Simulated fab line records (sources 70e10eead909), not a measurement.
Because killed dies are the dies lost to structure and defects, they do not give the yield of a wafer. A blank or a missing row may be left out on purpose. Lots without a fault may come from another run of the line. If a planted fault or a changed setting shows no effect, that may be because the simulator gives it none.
fab line records ; flow nand_harc ; part 2 of 2: steps 5 to 6 of 6
[record] lots = 24; wafers = 72; last_day = 34
route steps=1302 shown A_STAIRCASE@747
lots that met no fault: taken from a fault-free run of the same line
start_h: hours from the record's first day to the start of the lot's first wafer shown ; wait_h: how many hours have passed since the lot's step before this one ; " repeats the value in the row above ; L1.1+2: one row covering several wafers at once ; - no value, or no start given ; * or withheld: withheld ; < > ~ a bound
route shown NAME@n: names a module that has steps shown in the file, with the first one's number in the route ; usual: mean/standard deviation taken from wafers without a fault ; same: alike in all rows ; chamber/n: place in a boat ; sites: per-site readings ; _std_site: standard deviation across them ; _edge_site: outer sites' mean less inner sites' ; radius_mm: how far each site lies from the wafer's centre ; mask NAME#n: copy n ; behind: the most recent tool/chamber to have shaped the wafer ; hold: reason for holding the lot/hours on hold/outcome of the hold ; device: the n, p or np transistor that did not switch ; end of line: at the end of the route, the tests of the same wafers ; step lacking rows: just its recipe ; killed: count of dies lost to structure and defects at first sort (not the wafer's yield) ; map: dies across one wafer; x = killed, . = not, _ = none there
set.NAME: the setting that was run; set.NAME@STEP: the one run at that earlier step ; model.NAME: the simulator's own value behind a step, which no gauge read
the route's steps for a sample of lots (tables are steps, rows are wafers)
services: a tool's chamber out of use, with start hour (start_h, from the record's first day; less than 0 if before it), hours out, and reason
[[steps]]
[step NHARC_A_STAIRCASE_DEP_322]
[recipe] target_thk_a = 72000; temp_c = 400; target_thk_nm = 7200; teos_flow_sccm = 200; rf_w = 500; material = SiO2
[usual] heater_power_w = 656/89
lot.wafer;tool;chamber;start_h;wait_h;heater_power_w
L074.2;pecvd-03;1;415.97;0.3;727
L074.4;pecvd-03;0;415.97;0.3;560
L074.5;pecvd-03;1;415.97;0.3;677
L075.3;pecvd-03;2;428.27;0.1;788
L075.2;pecvd-03;0;428.27;0.1;661
L075.5;pecvd-03;0;428.27;0.1;562
L076.2;pecvd-03;2;434.53;0.1;846
L076.1;pecvd-03;1;434.53;0.1;827
L076.4;pecvd-03;2;434.53;0.1;669
L077.2;pecvd-02;0;434.58;0.2;760
L077.4;pecvd-02;2;434.58;0.2;551
L077.6;pecvd-02;1;434.58;0.2;517
L078.3;pecvd-03;1;449.34;0.2;800
L078.2;pecvd-03;2;449.34;0.2;754
L078.6;pecvd-03;1;449.34;0.2;694
L080.3;pecvd-04;1;471.91;0.3;741
L080.4;pecvd-04;2;471.91;0.3;532
L080.6;pecvd-04;0;471.91;0.3;528
L079.2;pecvd-04;0;478.92;0.1;657
L079.6;pecvd-04;0;478.92;0.1;538
L079.4;pecvd-04;1;478.92;0.1;683
L082.2;pecvd-03;1;488.33;0.2;774
L082.5;pecvd-03;1;488.33;0.2;682
L082.6;pecvd-03;2;488.33;0.2;658
L081.1;pecvd-02;2;488.43;0.3;630
L081.6;pecvd-02;0;488.43;0.3;680
L081.5;pecvd-02;2;488.43;0.3;555
L083.1;pecvd-04;2;503.35;0.1;660
L083.6;pecvd-04;0;503.35;0.1;547
L083.4;pecvd-04;1;503.35;0.1;671
L085.2;pecvd-02;0;512.60;0.1;741
L085.3;pecvd-02;1;512.60;0.1;661
L085.5;pecvd-02;0;512.60;0.1;679
L084.5;pecvd-04;2;512.89;0.3;533
L084.4;pecvd-04;0;512.89;0.3;526
L084.6;pecvd-04;1;512.89;0.3;715
L086.2;pecvd-04;2;523.04;0.1;620
L086.3;pecvd-04;1;523.04;0.1;736
L086.6;pecvd-04;0;523.04;0.1;532
L087.3;pecvd-02;0;523.23;0.3;830
L087.5;pecvd-02;1;523.23;0.3;526
L087.6;pecvd-02;0;523.23;0.3;663
L088.3;pecvd-02;1;545.38;0.2;691
L088.6;pecvd-02;0;545.38;0.2;652
L088.4;pecvd-02;1;545.38;0.2;537
L090.1;pecvd-02;1;570.54;0.1;647
L090.2;pecvd-02;2;570.54;0.1;655
L090.6;pecvd-02;2;570.54;0.1;550
L089.3;pecvd-03;0;570.63;0.2;618
L089.2;pecvd-03;1;570.63;0.2;699
L089.6;pecvd-03;2;570.63;0.2;679
L091.2;pecvd-03;0;593.45;0.1;663
L091.3;pecvd-03;1;593.45;0.1;802
L091.6;pecvd-03;2;593.45;0.1;686
L092.1;pecvd-03;2;594.02;0.6;814
L092.2;pecvd-03;1;594.02;0.6;730
L092.6;pecvd-03;0;594.02;0.6;570
L093.3;pecvd-02;1;604.32;0.1;501
L093.2;pecvd-02;0;604.32;0.1;723
L093.4;pecvd-02;0;604.32;0.1;714
L095.2;pecvd-03;0;632.81;0.2;673
L095.1;pecvd-03;1;632.81;0.2;776
L095.5;pecvd-03;0;632.81;0.2;561
L094.2;pecvd-03;0;640.22;0.3;604
L094.1;pecvd-03;1;640.22;0.3;669
L094.5;pecvd-03;1;640.22;0.3;662
L096.1;pecvd-03;2;648.27;0.1;782
L096.3;pecvd-03;0;648.27;0.1;595
L096.4;pecvd-03;1;648.27;0.1;662
L097.2;pecvd-04;2;648.46;0.3;647
L097.5;pecvd-04;1;648.46;0.3;672
L097.6;pecvd-04;2;648.46;0.3;525
[step NHARC_A_STAIRCASE_ETCHBACK_157]
[recipe] target_depth_a = 900; over_etch_frac = 0.3; time_s = 167.14; ion_energy_ev = 120; ch3f_flow_sccm = 50; o2_flow_sccm = 30; ar_flow_sccm = 200; rf_w = 500; bias_w = 100; chemistry = CH3F/O2
[usual] drypump_motor_current_A = 5.6/0.48; oes_product_au = 0.97/0.031; rf_vpp_V = 244.9/1.9; showerhead_plenum_p_Torr = 2.49/0.12; throttle_valve_pct = 20.664/0.0089
[same] over_etch_frac = 0.3
lot.wafer;tool;chamber;start_h;wait_h;drypump_motor_current_A;oes_product_au;rf_hours_counter_h;rf_vpp_V;showerhead_plenum_p_Torr;throttle_valve_pct
L074.2;rie_diel-04;1;439.22;0.1;5.0;0.97;25;246.0;2.54;20.660
L074.4;rie_diel-04;0;439.22;0.1;6.3;0.95;27;244.5;2.48;20.649
L074.5;rie_diel-04;1;439.22;0.1;5.0;0.99;-;246.4;2.54;20.676
L075.2;rie_diel-11;2;453.63;0.1;5.8;1.01;5;246.7;2.59;20.676
L075.3;rie_diel-11;3;453.63;0.1;5.2;0.99;5;246.8;2.62;20.673
L075.5;rie_diel-11;2;453.63;0.1;5.8;1.00;-;247.2;2.59;20.668
L077.2;rie_diel-13;1;457.73;0.2;5.1;0.99;25;246.5;2.63;20.675
L077.4;rie_diel-13;0;457.73;0.2;6.1;1.01;38;244.2;2.44;20.668
L077.6;rie_diel-13;2;457.73;0.2;5.7;1.00;-;245.0;2.53;20.679
L076.4;rie_diel-11;1;458.56;0.1;5.7;0.99;9;241.8;2.36;20.657
L076.1;rie_diel-11;2;458.56;0.1;5.8;1.00;7;248.2;2.59;20.670
L076.2;rie_diel-11;3;458.56;0.1;5.2;1.00;7;246.7;2.61;20.663
L078.3;rie_diel-04;0;470.93;0.2;6.3;0.95;39;244.1;2.48;20.654
L078.2;rie_diel-04;3;470.93;0.2;5.2;0.94;38;241.5;2.31;20.661
L078.6;rie_diel-04;0;470.93;0.2;6.3;0.95;-;244.5;2.48;20.676
L080.4;rie_diel-04;2;497.96;0.2;5.3;0.93;36;239.8;2.27;20.664
L080.3;rie_diel-04;3;497.96;0.2;5.2;0.92;45;242.8;2.31;20.667
L080.6;rie_diel-04;2;497.96;0.2;5.3;0.93;-;241.8;2.27;20.660
L079.2;rie_diel-13;1;508.68;0.2;5.1;0.92;43;248.5;2.62;20.646
L079.4;rie_diel-13;3;508.68;0.2;6.4;0.96;52;243.1;2.28;20.672
L079.6;rie_diel-13;1;508.68;0.2;5.2;0.92;-;246.8;2.62;20.652
L082.2;rie_diel-13;2;516.65;0.2;5.6;0.93;60;245.2;2.52;20.667
L082.5;rie_diel-13;3;516.65;0.2;6.4;0.93;-;241.8;2.27;20.665
L082.6;rie_diel-13;0;516.65;0.2;6.1;0.92;-;243.5;2.43;20.658
L081.1;rie_diel-04;0;517.52;0.2;6.3;0.92;49;245.6;2.47;20.663
L081.6;rie_diel-04;2;517.52;0.2;5.3;0.93;-;242.4;2.27;20.678
L081.5;rie_diel-04;3;517.52;0.2;5.2;0.92;-;242.5;2.31;20.674
L083.1;rie_diel-04;3;526.09;0.2;5.2;0.94;49;244.2;2.31;20.675
L083.4;rie_diel-04;0;526.09;0.2;6.2;0.95;50;244.1;2.47;20.660
L083.6;rie_diel-04;3;526.09;0.2;5.2;0.93;-;242.5;2.31;20.661
L085.2;rie_diel-13;0;537.30;0.1;6.1;1.00;3;243.8;2.43;20.666
L085.3;rie_diel-13;3;537.30;0.1;6.4;1.00;2;245.8;2.66;20.653
L085.5;rie_diel-13;0;537.30;0.1;6.1;1.02;-;243.2;2.43;20.646
L084.4;rie_diel-13;3;537.55;0.2;6.4;1.01;2;246.4;2.66;20.657
L084.5;rie_diel-13;1;537.55;0.2;5.1;0.99;-;246.0;2.62;20.662
L084.6;rie_diel-13;2;537.55;0.2;5.6;1.00;-;244.5;2.51;20.660
L087.3;rie_diel-13;3;545.69;0.1;6.4;1.00;7;245.5;2.66;20.672
L087.6;rie_diel-13;3;545.69;0.1;6.4;1.00;-;246.9;2.66;20.668
L087.5;rie_diel-13;0;545.69;0.1;6.1;0.99;-;245.0;2.43;20.670
L086.2;rie_diel-11;2;547.06;0.3;5.8;0.93;42;245.7;2.58;20.656
L086.3;rie_diel-11;3;547.06;0.3;5.2;0.92;43;245.1;2.60;20.662
L086.6;rie_diel-11;1;547.06;0.3;5.7;0.92;-;242.8;2.35;20.660
L088.4;rie_diel-04;1;566.99;0.2;5.0;1.00;7;245.2;2.52;20.661
L088.3;rie_diel-04;2;566.99;0.2;5.3;0.99;3;247.4;2.66;20.672
L088.6;rie_diel-04;0;566.99;0.2;6.2;0.99;-;244.9;2.47;20.672
L089.2;rie_diel-13;1;593.42;0.1;5.1;0.96;16;246.6;2.61;20.673
L089.3;rie_diel-13;2;593.42;0.1;5.6;0.97;19;245.3;2.51;20.663
L089.6;rie_diel-13;1;593.42;0.1;5.1;0.96;-;246.7;2.61;20.664
L090.2;rie_diel-04;1;596.33;0.1;5.0;0.92;16;245.1;2.52;20.679
L090.1;rie_diel-04;2;596.33;0.1;5.3;0.99;6;248.2;2.66;20.658
L090.6;rie_diel-04;2;596.33;0.1;5.3;1.00;-;247.1;2.66;20.661
L091.2;rie_diel-13;0;616.50;0.2;6.1;1.02;26;246.0;2.42;20.666
L091.3;rie_diel-13;1;616.50;0.2;5.1;1.00;23;245.9;2.61;20.667
L091.6;rie_diel-13;3;616.50;0.2;6.4;1.00;-;246.4;2.65;20.656
L092.2;rie_diel-13;2;616.68;0.2;5.6;0.97;29;245.1;2.50;20.661
L092.1;rie_diel-13;3;616.68;0.2;6.4;0.98;29;248.4;2.65;20.671
L092.6;rie_diel-13;0;616.68;0.2;6.1;0.96;-;241.5;2.42;20.652
L093.3;rie_diel-13;1;626.87;0.2;5.1;0.93;27;246.2;2.61;20.659
L093.4;rie_diel-13;2;626.87;0.2;5.6;0.94;33;245.9;2.50;20.663
L093.2;rie_diel-13;3;626.87;0.2;6.4;0.93;33;248.0;2.65;20.666
L095.1;rie_diel-11;1;659.25;0.2;5.6;1.00;10;241.1;2.34;20.648
L095.2;rie_diel-11;2;659.25;0.2;5.8;1.00;10;246.2;2.57;20.670
L095.5;rie_diel-11;2;659.25;0.2;5.8;1.00;-;246.1;2.57;20.657
L094.1;rie_diel-04;2;666.73;0.2;5.3;0.95;34;246.2;2.65;20.668
L094.2;rie_diel-04;0;666.73;0.2;6.2;0.96;44;244.4;2.45;20.655
L094.5;rie_diel-04;2;666.73;0.2;5.3;0.95;-;248.1;2.65;20.681
L097.2;rie_diel-04;1;671.22;0.2;5.0;0.96;45;244.9;2.51;20.669
L097.5;rie_diel-04;0;671.22;0.2;6.3;0.96;-;244.3;2.45;20.665
L097.6;rie_diel-04;1;671.22;0.2;5.0;0.96;-;243.8;2.51;20.670
L096.4;rie_diel-04;3;671.43;0.2;5.2;0.96;39;242.4;2.29;20.674
L096.3;rie_diel-04;0;671.43;0.2;6.3;0.97;45;243.3;2.45;20.657
L096.1;rie_diel-04;1;671.43;0.2;5.0;0.98;45;244.2;2.51;20.664
[[services]]
tool;chamber;start_h;hours;kind
rie_diel-13;-;343.90;9.0;pm
rie_diel-04;1;349.22;6.3;repair
rie_diel-11;3;350.03;1.3;repair
rie_diel-04;-;354.97;9.0;pm
rie_diel-13;-;355.01;1.5;repair
rie_diel-04;-;369.12;1.9;repair
rie_diel-11;2;379.99;2.8;repair
rie_diel-13;1;414.03;36.9;repair
rie_diel-11;-;434.00;9.0;pm
rie_diel-04;2;445.31;14.7;repair
acl_dep-03;-;489.49;13.0;pm
rie_diel-04;-;498.30;12.0;repair
rie_diel-13;-;522.82;9.0;pm
rie_diel-04;-;534.05;9.0;pm
rie_diel-13;1;538.03;7.8;repair
rie_diel-11;1;555.45;7.7;repair
rie_diel-11;0;560.67;3.8;repair
rie_diel-13;0;570.96;3.7;repair
rie_diel-13;1;575.54;1.8;repair
rie_diel-04;2;576.56;16.1;repair
rie_diel-04;3;579.03;10.9;repair
rie_diel-13;0;597.85;3.2;repair
rie_diel-11;-;613.41;9.0;pm
rie_diel-13;-;618.06;1.2;repair
